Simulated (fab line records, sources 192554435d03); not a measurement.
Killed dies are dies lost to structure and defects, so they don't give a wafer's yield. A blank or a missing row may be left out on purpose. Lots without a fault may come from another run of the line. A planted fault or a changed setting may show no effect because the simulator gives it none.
Problem report in the 8D (eight disciplines) form, filled by code | flow n5_finfet | the parts of the form that need people (team, actions taken, sign-off) are left out

1. THE PROBLEM
wafer_temp_C_max at N5_BEOL_M15_ANNEAL_48 reads a mean of 228.6 on 6 wafers of 2 lots; wafers without a fault read 226.0 with a standard deviation of 0.48. That is +5.5 standard deviations from the usual mean.
The step: time 90 s.
First seen on wafer L775.3, day 15 08:44, on rtp_anneal-02. The record holds 32 wafers of 11 lots with a number at this step. Rule for "out", or "out of limits": more than 4 standard deviations from the usual mean. The other wafers with a number count as sound.

2. WHAT IT IS AND WHAT IT IS NOT
question                    | is                     | is not
which readings at this step | wafer_temp_C_max       | -
which lots                  | L775, L776             | L763, L765, L766, L768, L769, L770, L772, L777, L778
which wafers of those lots  | all that have a number | -
read on which tools         | rtp_anneal-02          | rtp_anneal-01
when                        | from day 15 08:44      | up to then (20 sound wafers); but 6 sound wafers of L777, L778 came after

3. SUSPECTS, AND WHAT RULES EACH OUT
Counting: a tool at a process step up to the reading stays a suspect if it ran every lot that is out and no sound lot after the first of them.
- pvd_sputter-02 at N5_BEOL_M15_SPUTTER_44 (material Ta, target thk 15 nm, time 24.19 s): kept. It ran every lot that is out, first L775 (day 15 08:12), and no sound lot after that; its last sound lot up to then is L768 (day 13 04:57).
- rtp_anneal-02 at N5_BEOL_M15_ANNEAL_48 (time 90 s): kept. It ran every lot that is out, first L775 (day 15 08:44), and no sound lot after that; its last sound lot up to then is L772 (day 14 11:05). Its own readings are out on those wafers: wafer_temp_C_max.
Left after counting: pvd_sputter-02 at N5_BEOL_M15_SPUTTER_44, rtp_anneal-02 at N5_BEOL_M15_ANNEAL_48.

4. THE CAUSE (what the simulator had put in)
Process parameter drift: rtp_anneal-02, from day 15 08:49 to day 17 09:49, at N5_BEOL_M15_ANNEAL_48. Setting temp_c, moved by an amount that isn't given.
Counting left 2 suspects, and this tool is among them.

5. THE CHAIN OF EFFECTS, in route order
Each row: a reading whose mean over the struck wafers that have a number lies more than 3 standard deviations from the usual. Only readings for which the record gives a usual standard deviation are gone through. hours: the time from each lot's start at the first step in this table that gives one to its start at this step, as a median over the lots. sigmas: the change in usual standard deviations.
hours | step                  | reading          | usual | on struck wafers | change | sigmas
0     | N5_BEOL_M15_ANNEAL_48 | wafer_temp_C_max | 226.0 | 228.6            | +2.6   | +5.5
The process steps in it:
- N5_BEOL_M15_ANNEAL_48: time 90 s.

6. WHAT WOULD HAVE CAUGHT IT SOONER
In this record the first reading out of limits was taken at day 15 08:44.
